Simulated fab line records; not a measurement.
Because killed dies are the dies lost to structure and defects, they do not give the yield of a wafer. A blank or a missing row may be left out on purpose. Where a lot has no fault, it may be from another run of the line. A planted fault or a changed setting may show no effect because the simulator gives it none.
Chamber matching / flow nand_harc / rie_diel-04 running NHARC_A_STAIRCASE_DESCUM_168: 4 sister chambers
The step chemistry O2, time 3 s. 14 wafers are shown with their chamber, then 7 later ones without.

WAFERS PAIRED WITH THEIR CHAMBERS
wafer=L074.2; chamber=2; showerhead_plenum_p_Torr (Torr)=2.00; drypump_motor_current_A (A)=5.6; oes_product_au (a.u.)=1.018
wafer=L074.4; chamber=3; showerhead_plenum_p_Torr (Torr)=1.91; drypump_motor_current_A (A)=6.1; oes_product_au (a.u.)=1.017
wafer=L074.6; chamber=1; showerhead_plenum_p_Torr (Torr)=2.01; drypump_motor_current_A (A)=5.2; oes_product_au (a.u.)=0.998
wafer=L085.1; chamber=3; showerhead_plenum_p_Torr (Torr)=1.90; drypump_motor_current_A (A)=6.1; oes_product_au (a.u.)=0.998
wafer=L085.2; chamber=0; showerhead_plenum_p_Torr (Torr)=1.98; drypump_motor_current_A (A)=5.7; oes_product_au (a.u.)=1.005
wafer=L085.5; chamber=0; showerhead_plenum_p_Torr (Torr)=1.98; drypump_motor_current_A (A)=5.8; oes_product_au (a.u.)=1.010
wafer=L087.1; chamber=0; showerhead_plenum_p_Torr (Torr)=1.98; drypump_motor_current_A (A)=5.8; oes_product_au (a.u.)=1.008
wafer=L087.2; chamber=3; showerhead_plenum_p_Torr (Torr)=1.90; drypump_motor_current_A (A)=6.0; oes_product_au (a.u.)=0.997
wafer=L087.6; chamber=2; showerhead_plenum_p_Torr (Torr)=2.00; drypump_motor_current_A (A)=5.6; oes_product_au (a.u.)=1.014
wafer=L089.1; chamber=3; showerhead_plenum_p_Torr (Torr)=1.90; drypump_motor_current_A (A)=6.0; oes_product_au (a.u.)=1.005
wafer=L089.4; chamber=1; showerhead_plenum_p_Torr (Torr)=2.00; drypump_motor_current_A (A)=5.2; oes_product_au (a.u.)=1.003
wafer=L089.5; chamber=1; showerhead_plenum_p_Torr (Torr)=2.00; drypump_motor_current_A (A)=5.2; oes_product_au (a.u.)=1.001
wafer=L088.1; chamber=3; showerhead_plenum_p_Torr (Torr)=1.90; drypump_motor_current_A (A)=6.1; oes_product_au (a.u.)=0.993
wafer=L088.5; chamber=3; showerhead_plenum_p_Torr (Torr)=1.90; drypump_motor_current_A (A)=6.1; oes_product_au (a.u.)=1.000

SIGNATURES (means of the wafers above)
reading=showerhead_plenum_p_Torr; chamber 0=1.9800; chamber 1=2.0033; chamber 2=2.0000; chamber 3=1.9017; scatter within a chamber=0.00387
reading=drypump_motor_current_A; chamber 0=5.767; chamber 1=5.200; chamber 2=5.600; chamber 3=6.067; scatter within a chamber=0.0447
reading=oes_product_au; chamber 0=1.00767; chamber 1=1.00067; chamber 2=1.01600; chamber 3=1.00167; scatter within a chamber=0.00627
Rule: distance of a wafer from a chamber = root of the sum over the readings of ((wafer's reading minus chamber's mean) / reading's scatter) squared. If the next closest chamber is less than 2 further off than the closest, the wafer can't be placed; otherwise it belongs to the closest. How the scatter is found: for the shown wafers, subtract from each reading the mean of its chamber, square and add these, divide the total by (wafers less chambers), then take the root.

WAFERS WITH NO CHAMBER GIVEN
wafer=L088.6; showerhead_plenum_p_Torr (Torr)=1.99; drypump_motor_current_A (A)=5.6; oes_product_au (a.u.)=1.012
wafer=L094.2; showerhead_plenum_p_Torr (Torr)=1.99; drypump_motor_current_A (A)=5.6; oes_product_au (a.u.)=1.021
wafer=L094.4; showerhead_plenum_p_Torr (Torr)=2.00; drypump_motor_current_A (A)=5.2; oes_product_au (a.u.)=1.013
wafer=L094.5; showerhead_plenum_p_Torr (Torr)=1.99; drypump_motor_current_A (A)=5.6; oes_product_au (a.u.)=1.018
wafer=L097.1; showerhead_plenum_p_Torr (Torr)=2.00; drypump_motor_current_A (A)=5.2; oes_product_au (a.u.)=0.996
wafer=L097.2; showerhead_plenum_p_Torr (Torr)=1.89; drypump_motor_current_A (A)=6.1; oes_product_au (a.u.)=0.990
wafer=L097.3; showerhead_plenum_p_Torr (Torr)=1.98; drypump_motor_current_A (A)=5.8; oes_product_au (a.u.)=0.994

CHAMBER TAKEN BY EACH
wafer=L088.6; from the rows above=can't be placed: 2 or 0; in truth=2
wafer=L094.2; from the rows above=2; in truth=2
wafer=L094.4; from the rows above=1; in truth=1
wafer=L094.5; from the rows above=2; in truth=2
wafer=L097.1; from the rows above=1; in truth=1
wafer=L097.2; from the rows above=3; in truth=3
wafer=L097.3; from the rows above=0; in truth=0
Placed correctly: 6 of 7. Can't be placed from these rows: 1 (the true chamber is among the candidates in 1). Wrongly placed: 0.
